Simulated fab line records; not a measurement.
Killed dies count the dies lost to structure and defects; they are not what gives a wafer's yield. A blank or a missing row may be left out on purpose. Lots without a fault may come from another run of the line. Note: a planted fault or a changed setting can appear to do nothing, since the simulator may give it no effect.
8D (eight disciplines) problem report, filled in by code    flow nand_harc    the parts of the form that need people (team, actions taken, sign-off) are left out

1. WHAT WENT WRONG
NHARC_P_M2_CD_MEAS_09, cd_nm: mean 171.9 nm on 2 wafers (1 lot); fault-free wafers 169.9 nm, standard deviation 0.45. That is +4.6 standard deviations from the usual mean.
The step: target cd 170 nm.
Seen first at day 10 04:09 on cd_sem-02, wafer L238.2. At this step, 15 wafers from 5 lots have a number in the record. By rule, "out" or "out of limits" means more than 4 standard deviations away from the usual mean. All remaining wafers that have a number are taken as sound.

2. WHAT IT IS, AND WHAT IT ISN'T
question                     is                 is not
which readings at this step  cd_nm              -
which lots                   L238               L233, L236, L249, L251
which wafers of those lots   L238.2, L238.3     L238.5
read on which gauges         cd_sem-02          cd_sem-01, cd_sem-03
when                         from day 10 04:09  up to then (7 sound wafers); but 6 sound wafers of L249, L251 came after

3. WHAT RULES OUT EACH SUSPECT
Counting: a tool at a process step up to the reading stays a suspect if it ran every lot that is out. Sound lots after the first of them don't rule it out here, since some wafers of a struck lot are sound.
- the gauge at NHARC_P_M2_CD_MEAS_09: kept. All the wafers that are out were read on cd_sem-02, and no step on other tools shows them out.
- pecvd-03 at NHARC_P_M1_PRE_CLEAN_32 (time 12 s): kept. It ran the lot that is out, L238 (day 10 02:49).
- pecvd-03 at NHARC_P_M1_DEP_33 (deposits SiCN, target thk 30 nm): kept. It ran the lot that is out, L238 (day 10 02:54).
- litho_track-06 at NHARC_P_M2_PEB_07 (peb time 65 s): kept. It processed L238, the lot that is out, at day 10 04:04, and its most recent sound lot before then was L236 at day 9 13:58.
Left after counting: pecvd-03 at NHARC_P_M1_PRE_CLEAN_32, pecvd-03 at NHARC_P_M1_DEP_33, litho_track-06 at NHARC_P_M2_PEB_07, cd_sem-02 at NHARC_P_M2_CD_MEAS_09.

4. THE CAUSE (what the simulator had put in)
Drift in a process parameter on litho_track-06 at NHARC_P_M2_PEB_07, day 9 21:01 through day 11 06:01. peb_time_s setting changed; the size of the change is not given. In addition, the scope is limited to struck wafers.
After counting, 4 suspects remain, this tool included.

5. THE CHAIN OF EFFECTS, in route order
Each row: a reading whose mean over the struck wafers that have a number lies more than 3 standard deviations from the usual. Scope: only readings with a usual standard deviation given in the record; hours: median across lots of the time from each lot's start at the first step in this table that gives one to its start at this step; sigmas: change in usual standard deviations.
hours  step                   reading  usual     on struck wafers  change  sigmas
0      NHARC_P_M2_CD_MEAS_09  cd_nm    169.9 nm  171.9             +2.0    +4.6
Later steps that measure or inspect, where all struck wafers having a row at the step show a number for every such reading and not one has moved that far: NHARC_P_M2_OVL_MEAS_10, NHARC_P_M2_INSPECT_11, NHARC_P_M2_CD_MEAS_16, NHARC_END_SORT_01.

6. HOW IT WOULD HAVE BEEN CAUGHT EARLIER
7 hours passed between the start of the fault at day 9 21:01 and the first reading out of limits at a measuring or inspecting step in this record, taken at day 10 04:09.
By day 10 04:09, every lot that is out (1) had started NHARC_P_M2_PEB_07 on litho_track-06. None of them would have been spared by holding the tool at that moment.
